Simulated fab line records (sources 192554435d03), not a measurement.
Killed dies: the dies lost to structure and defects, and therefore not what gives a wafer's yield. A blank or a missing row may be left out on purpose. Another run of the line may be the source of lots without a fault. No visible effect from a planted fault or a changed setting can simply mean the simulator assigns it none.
fab line records	flow n5Finfet
[record] lots = 9	wafers = 26	lastDay = 18
route steps=1938 shown HKMG_FIN@445 GATE_CUT@465 BEOL_M4@1111 PASSIVATION@1936
lots with no fault: from the same line, run without faults
startH: start of the lot's first displayed wafer, in hours after the record's first day	waitH: hours since the lot's step before	" same as the row above	L1.1+2: one row covering several wafers at once	- no value, or no start given	* or withheld: withheld	< > ~ a bound
route shown NAME@n: names a module that has steps shown in the file, with the first one's number in the route	usual: average and standard deviation across the fault-free wafers	same: alike in all rows	chamber/n: place in a boat	sites: readings site by site	_std_site: their standard deviation	_edge_site: inner sites' mean taken away from outer sites' mean	radiusMm: for every site, how far away it sits from the centre of the wafer	mask NAME#n: copy n	behind: the last tool/chamber to shape the wafer	hold: what put the lot on hold/how long, in hours/how the hold closed	device: which transistor (n, p or np) failed to switch	end of line: tests of these same wafers at the route's end	a step given without rows: its recipe and nothing more	killed: dies that structure and defects cost at the first sort, which is not the same as the wafer's yield	map: dies across one wafer; x = killed, . = not, _ = none there
set.NAME: the setting the step ran with; set.NAME@STEP: the setting that earlier step ran with	model.NAME: the simulator's own value behind a step, which no gauge read
the route's steps for a sample of lots (tables are steps, rows are wafers)
services: from which hour (startH, from the record's first day; less than 0 if before it) a tool's chamber was out of use, for how many hours, and why
[[steps]]
[step N5_HKMG_FIN_STRIP_89]
[recipe] chemistry = N2/H2	material = SOC	timeS = 20	powerW = 500	tempC = 40	pressureMtorr = 50	rfFrequencyHz = 6e+07	biasPowerW = 8	h2Frac = 0.5	n2FlowSccm = 300	h2FlowSccm = 300
[usual] drypumpMotorCurrentA = 5.8/0.37	oesProductAu = 0.79/0.1	powerW = 500.1/1.6	rfVppV = 54.2/0.91	showerheadPlenumPTorr = 3.35/0.15	throttleValvePct = 19.20/0.29
lot.wafer	tool	chamber	startH	waitH	drypumpMotorCurrentA	oesProductAu	powerW	rfHoursCounterH	rfVppV	showerheadPlenumPTorr	throttleValvePct
L209.2	rieDiel-03	0	85.24	0.0	5.8	0.75	497.7	130	53.0	3.13	19.10
L209.3	"	3	"	"	5.5	0.70	503.1	203	53.6	3.46	18.82
L209.5	"	0	"	"	5.7	0.76	500.0	-	53.5	3.13	19.11
L210.1	rieDiel-05	3	87.52	0.0	4.9	0.96	501.1	11	53.0	3.58	19.30
L210.2	"	0	"	"	5.5	0.73	502.1	208	54.9	3.33	19.09
L210.4	"	1	"	"	5.5	0.94	500.6	17	54.9	3.43	19.53
L211.3	rieDiel-05	0	95.34	0.0	5.4	0.72	498.3	212	54.1	3.33	19.09
L211.5	"	0	"	"	5.4	0.72	498.1	-	55.7	3.33	19.09
L211.6	"	3	"	"	4.9	0.94	502.4	-	55.7	3.58	19.33
L212.1	rieDiel-03	3	100.76	0.0	5.6	0.69	500.7	210	55.0	3.45	18.83
L212.5	"	0	"	"	5.7	0.75	500.2	-	54.9	3.13	19.13
L212.6	"	3	"	"	5.5	0.68	498.0	-	54.7	3.45	18.81
L217.1	rieDiel-05	1	130.35	0.0	5.5	0.89	499.0	33	53.7	3.43	19.57
L217.5	"	3	"	"	4.9	0.91	500.9	-	55.2	3.57	19.32
L220.2	rieDiel-04	2	151.86	0.1	6.0	0.90	502.0	33	53.8	3.28	19.02
L220.5	"	2	"	"	6.0	0.89	501.1	-	54.2	3.28	19.04
L220.6	"	0	"	"	6.1	0.91	497.2	-	54.6	3.57	19.47
L223.1	rieDiel-04	1	167.25	0.0	6.0	0.97	500.1	3	53.9	3.31	18.92
L223.5	"	0	"	"	6.1	0.90	501.6	-	55.2	3.57	19.48
L223.6	"	3	"	"	6.5	0.70	500.1	-	54.7	3.32	19.51
L224.1	rieDiel-03	3	176.57	0.1	5.5	0.68	500.3	240	54.8	3.44	18.87
L224.4	"	0	"	"	5.8	0.73	500.5	-	53.1	3.11	19.18
L224.6	"	0	"	"	5.7	0.74	498.8	-	53.5	3.12	19.17
L228.2	rieDiel-04	2	199.12	0.0	6.0	0.87	499.2	51	53.6	3.27	19.06
L228.3	"	3	"	"	6.4	0.68	497.8	238	53.6	3.31	19.52
L228.4	"	0	"	"	6.2	0.88	501.8	39	52.9	3.56	19.50
[step N5_HKMG_FIN_ALD_21]
[recipe] material = TiN	targetThkA = 15	tempC = 400	aldPrecursorFamily = TiCl4	aldCoReactant = NH3	pulseTimeS = 1	purgeTimeS = 3	coReactantPurgeTimeS = 2	coReactantPulseTimeS = 2	aldCycles = 68	pressureTorr = 3
[usual] aldCycles = 68/0	heaterPowerW = 873/96	precursorPulseHeightRel = 1.002/0.021
lot.wafer	tool	chamber	startH	waitH	aldCycles	heaterPowerW	precursorPulseHeightRel
L209.2	aldMetal-03	2	87.00	0.3	68	890	1.016
L209.3	"	3	"	"	68	1043	1.013
L209.5	"	3	"	"	68	1055	0.970
L210.1	aldMetal-01	2	89.29	0.3	68	864	0.995
L210.2	"	1	"	"	68	872	0.998
L210.4	"	1	"	"	68	879	0.997
L211.3	aldMetal-02	1	97.10	0.1	68	730	0.976
L211.5	"	2	"	"	68	824	0.997
L211.6	"	3	"	"	68	986	1.000
L212.1	aldMetal-02	1	102.55	0.3	68	732	1.010
L212.5	"	0	"	"	68	843	1.021
L212.6	"	1	"	"	68	747	1.004
L217.1	aldMetal-02	3	132.43	0.3	70	993	1.011
L217.5	"	0	"	"	68	825	0.973
L220.2	aldMetal-02	3	154.33	0.3	70	972	1.042
L220.5	"	2	"	"	68	837	1.003
L220.6	"	3	"	"	68	982	1.029
L223.1	aldMetal-03	1	169.01	0.3	68	808	0.988
L223.5	"	0	"	"	68	734	0.987
L223.6	"	1	"	"	68	812	1.015
L224.1	aldMetal-03	1	178.59	0.3	68	797	1.002
L224.4	"	3	"	"	68	1072	1.029
L224.6	"	2	"	"	68	879	1.010
L228.2	aldMetal-01	1	200.92	0.3	68	872	0.984
L228.3	"	2	"	"	68	847	1.016
L228.4	"	0	"	"	68	1002	1.041
[step N5_HKMG_FIN_ALD_72]
[recipe] material = W	targetThkA = 20	tempC = 300	pressureTorr = 7.5	aldPrecursorFamily = WF6	aldCoReactant = B2H6	pulseTimeS = 1	purgeTimeS = 2	coReactantPurgeTimeS = 2	coReactantPulseTimeS = 3	aldCycles = 7
[usual] aldCycles = 7/0	heaterPowerW = 497/89	precursorPulseHeightRel = 0.998/0.019
lot.wafer	tool	chamber	startH	waitH	aldCycles	heaterPowerW	precursorPulseHeightRel
L209.2	cvdW-02	0	87.36	0.2	7	677	0.992
L209.3	"	0	"	"	7	654	1.011
L209.5	"	1	"	"	7	424	0.998
L210.1	cvdW-01	0	89.65	0.2	7	477	0.986
L210.2	"	1	"	"	7	469	1.022
L210.4	"	1	"	"	7	469	1.010
L211.3	cvdW-01	1	97.49	0.2	7	460	1.032
L211.5	"	1	"	"	7	474	0.992
L211.6	"	0	"	"	7	472	1.005
L212.1	cvdW-01	1	102.91	0.2	7	483	1.015
L212.5	"	1	"	"	7	474	1.019
L212.6	"	0	"	"	7	469	0.961
L217.1	cvdW-02	0	132.79	0.2	7	648	1.010
L217.5	"	1	"	"	7	423	0.989
L220.2	cvdW-02	0	154.70	0.2	7	653	1.025
L220.5	"	0	"	"	7	656	1.027
L220.6	"	1	"	"	7	427	0.996
L223.1	cvdW-02	1	169.37	0.2	7	428	1.007
L223.5	"	1	"	"	7	424	1.032
L223.6	"	1	"	"	7	431	1.037
L224.1	cvdW-01	1	178.95	0.2	7	466	0.980
L224.4	"	1	"	"	7	471	0.993
L224.6	"	0	"	"	7	470	1.019
L228.2	cvdW-01	1	201.28	0.2	7	474	0.969
L228.3	"	1	"	"	7	464	0.985
L228.4	"	0	"	"	7	482	0.989
[step N5_GATE_CUT_ETCHBACK_00]
[recipe] chemistry = SF6/Cl2	target = W	pressureMtorr = 8	icpW = 900	biasW = 80	SF6_flow_sccm = 40	Cl2_flow_sccm = 60
[usual] drypumpMotorCurrentA = 5.9/0.31	oesProductAu = 0.77/0.088	throttleValvePct = 27.48/0.21
lot.wafer	tool	chamber	startH	waitH	drypumpMotorCurrentA	oesProductAu	rfHoursCounterH	throttleValvePct
L209.2	rieMetal-03	0	88.28	0.0	6.0	0.64	119	27.68
L209.3	"	1	"	"	5.8	0.58	-	27.67
L209.5	"	1	"	"	5.8	0.58	-	27.70
L210.1	rieMetal-02	1	90.67	0.0	5.6	0.72	65	27.41
L210.2	"	0	"	"	5.9	0.83	22	27.26
L210.4	"	0	"	"	6.0	0.83	-	27.26
L211.3	rieMetal-02	1	98.42	0.1	5.6	0.72	-	27.41
L211.5	"	1	"	"	5.6	0.72	-	27.39
L211.6	"	0	"	"	6.0	0.82	-	27.25
L212.1	rieMetal-03	0	103.83	0.0	6.0	0.64	121	27.68
L212.5	"	0	"	"	6.0	0.63	-	27.67
L212.6	"	0	"	"	6.0	0.63	-	27.69
L217.1	rieMetal-02	1	133.71	0.0	5.6	0.72	69	27.41
L217.5	"	0	"	"	5.9	0.82	-	27.25
L220.2	rieMetal-03	0	155.61	0.0	5.9	0.62	127	27.71
L220.5	"	1	"	"	5.8	0.90	-	27.36
L220.6	"	0	"	"	5.9	0.62	-	27.70
L223.1	rieMetal-03	0	175.79	0.0	6.0	0.62	129	27.71
L223.5	"	0	"	"	6.0	0.62	-	27.69
L223.6	"	1	"	"	5.8	0.90	-	27.37
L224.1	rieMetal-03	1	179.87	0.0	5.8	0.89	7	27.36
L224.4	"	0	"	"	6.0	0.62	-	27.71
L224.6	"	1	"	"	5.8	0.89	-	27.37
L228.2	rieMetal-01	1	202.19	0.0	6.7	0.84	22	27.48
L228.3	"	1	"	"	6.7	0.83	-	27.48
L228.4	"	0	"	"	5.5	0.80	-	27.94
[step N5_BEOL_M4_RC_MEAS_101]
[usual] DIBL_N = 35.3/1.8	DIBL_P = 35.2/2.2	IOFF_N = 0.144/0.029	IOFF_P = 0.19/0.031	ION_N = 670/12	ION_P = 460/7.6	SS_N = 71.2/0.62	SS_P = 73.0/0.69	VT_N = 251/3.4	VT_P = -251.4/2.6
lot.wafer	tool	chamber	startH	waitH	DIBL_N[mV/V]	DIBL_P[mV/V]	IOFF_N[nA/um]	IOFF_P[nA/um]	ION_N[uA/um]	ION_P[uA/um]	SS_N[mV/dec]	SS_P[mV/dec]	VT_N[mV]	VT_P[mV]
L209.2	prober-02	0	192.42	0.2	33.2	33.2	0.121	0.16	657	446	70.9	72.7	254	-255.4
L209.3	"	0	"	"	33.8	34.6	0.138	0.19	688	471	70.9	72.6	250	-251.3
L209.5	"	0	"	"	34.2	34.7	0.134	0.19	659	456	70.6	73.1	251	-249.5
L210.1	prober-02	0	210.52	0.0	35.0	35.5	0.112	0.16	661	460	70.7	72.4	258	-253.7
L210.2	"	0	"	"	35.8	36.9	0.119	0.17	655	456	71.5	73.4	256	-254.2
L210.4	"	0	"	"	33.7	34.3	0.097	0.14	664	455	70.7	71.6	257	-258.8
L211.3	prober-02	0	214.20	0.3	34.0	33.6	0.122	0.19	665	463	71.0	72.7	252	-251.3
L211.5	"	0	"	"	36.4	36.8	0.160	0.25	681	473	71.7	73.3	249	-247.2
L211.6	"	0	"	"	33.7	32.6	0.119	0.18	662	459	69.9	72.2	253	-250.4
L212.1	prober-01	0	230.68	0.0	33.6	33.4	0.115	0.17	649	449	70.6	73.0	256	-253.6
L212.5	"	0	"	"	34.9	35.3	0.136	0.18	664	455	70.9	72.0	253	-253.6
L212.6	"	0	"	"	34.4	34.1	0.120	0.16	659	452	71.2	73.2	254	-251.5
L217.1	prober-02	0	240.59	0.0	36.7	36.3	0.160	0.20	674	458	72.1	73.6	249	-250.1
L217.5	"	0	"	"	37.7	38.2	0.181	0.24	683	464	71.9	74.0	245	-249.2
L220.2	prober-02	0	265.96	0.2	34.2	32.6	0.123	0.18	656	451	71.4	72.7	254	-250.7
L220.5	"	0	"	"	34.5	33.0	0.135	0.18	654	447	71.1	73.1	252	-251.3
L220.6	"	0	"	"	33.9	33.0	0.123	0.18	656	451	71.0	72.3	255	-251.9
L223.1	prober-02	0	280.20	0.0	36.3	37.2	0.165	0.22	667	458	71.3	73.8	249	-248.6
L223.5	"	0	"	"	37.0	37.8	0.197	0.23	681	462	71.4	73.9	245	-246.4
L223.6	"	0	"	"	35.9	36.7	0.163	0.21	681	460	71.2	74.2	250	-248.7
L228.2	prober-02	0	309.54	0.2	34.2	33.7	0.142	0.19	685	470	70.9	72.5	250	-249.0
L228.3	"	0	"	"	32.6	31.2	0.108	0.16	667	460	71.0	72.6	253	-253.1
L228.4	"	0	"	"	33.4	32.4	0.120	0.18	684	474	70.9	72.9	254	-249.8
L224.1	prober-02	0	315.18	0.0	35.6	36.8	0.138	0.20	676	467	71.4	73.2	252	-252.4
L224.4	"	0	"	"	34.3	33.9	0.111	0.16	669	466	71.0	72.4	255	-254.0
L224.6	"	0	"	"	36.8	37.6	0.154	0.21	672	458	71.3	73.4	252	-252.4
[step N5_PASSIVATION_PROBE_49]
[usual] defectLimitedYield = 91.0/1.4	killed_at_M0_to_M3 = 36/10	killed_at_M4_up = 15/5	killedAtContacts = 12/6.1	killedAtFrontEnd = 40/13	killedAtOther = 3.8/2.9	killedDies = 106/16	killedOpen = 68/12	killedShort = 35/8.2	sort_bin_5_function = 5.2/0.9	sort_bin_6_memory = 3.4/0.71	sortNPass = 1073/17	sortYieldPct = 91.0/1.5
[same] grossDies = 1180	killedAtBackSide = 0	sort_bin_4_leakage[%] = 0	sort_bin_8_speed[%] = 0
lot.wafer	tool	chamber	startH	waitH	defectLimitedYield[%]	killed_at_M0_to_M3	killed_at_M4_up	killedAtContacts	killedAtFrontEnd	killedAtOther	killedDies	killedOpen	killedShort	sort_bin_5_function[%]	sort_bin_6_memory[%]	sortNPass	sortYieldPct[%]
L223.5	prober-02	-	395.94	0.2	92.2	53	12	3	23	1	92	67	20	5.0	2.5	1088	92.2
// killed by level:class
L223.5 BEOL_M2:geometricParticle:open=19 BEOL_M3:geometricParticle:open=17 BEOL_M1:geometricParticle:open=7 BEOL_M2:geometricParticle:short=5 ILD0:geometricParticle:open=3 MOL_CONTACT_COAG:geometricParticle:open=3 BEOL_M5:geometricParticle:open=3 BEOL_M10:geometricParticle:open=3
[[services]]
tool	chamber	startH	hours	kind
rieMetal-03	-	73.29	0.4	repair
cvdW-01	1	81.07	2.6	repair
cvdW-02	0	105.69	5.5	repair
rieDiel-04	2	111.08	2.3	repair
aldMetal-03	3	111.82	10.4	repair
cvdW-02	0	113.71	5.5	repair
rieDiel-04	0	114.22	9.2	repair
aldMetal-03	0	116.14	6.9	repair
cvdW-02	1	122.47	7.2	repair
aldMetal-02	2	122.63	26.2	repair
rieDiel-05	1	122.72	2.8	repair
rieDiel-04	0	124.38	7.7	repair
aldMetal-02	1	129.06	1.4	repair
rieDiel-03	0	133.02	5.2	repair
aldMetal-03	-	137.82	8.7	pm
rieMetal-02	-	142.37	4.3	pm
rieDiel-04	3	151.07	9.0	repair
rieMetal-02	1	154.91	5.4	repair
cvdW-02	0	164.24	11.9	repair
rieDiel-03	2	172.34	8.9	repair
cvdW-02	0	178.79	7.1	repair
cvdW-02	-	180.02	0.4	repair
cvdW-02	-	189.03	6.0	pm
rieMetal-02	-	192.13	0.8	repair
[[key]]
[firstSign] step = N5_HKMG_FIN_ALD_21	reading = aldCycles	direction = up	sigmas = 99+	usual = *	struck = *
effect none on later readings
metAt N5_HKMG_FIN_ALD_21
struckLots L217,L220
struckWafers L217.1,L220.2
notActingAt N5_HKMG_FIN_STRIP_89,N5_HKMG_FIN_ALD_72,N5_GATE_CUT_ETCHBACK_00
onsetBetween 102.55 132.43
[fault] kind = processParameterDrift	tool = aldMetal-02	chamber = -	onsetH = 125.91	steps = N5_HKMG_FIN_ALD_21	channel = aldCycles	offset = *	shape = step	endH = 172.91	scope = struckWafersOnly	actsIn = *	stated = *
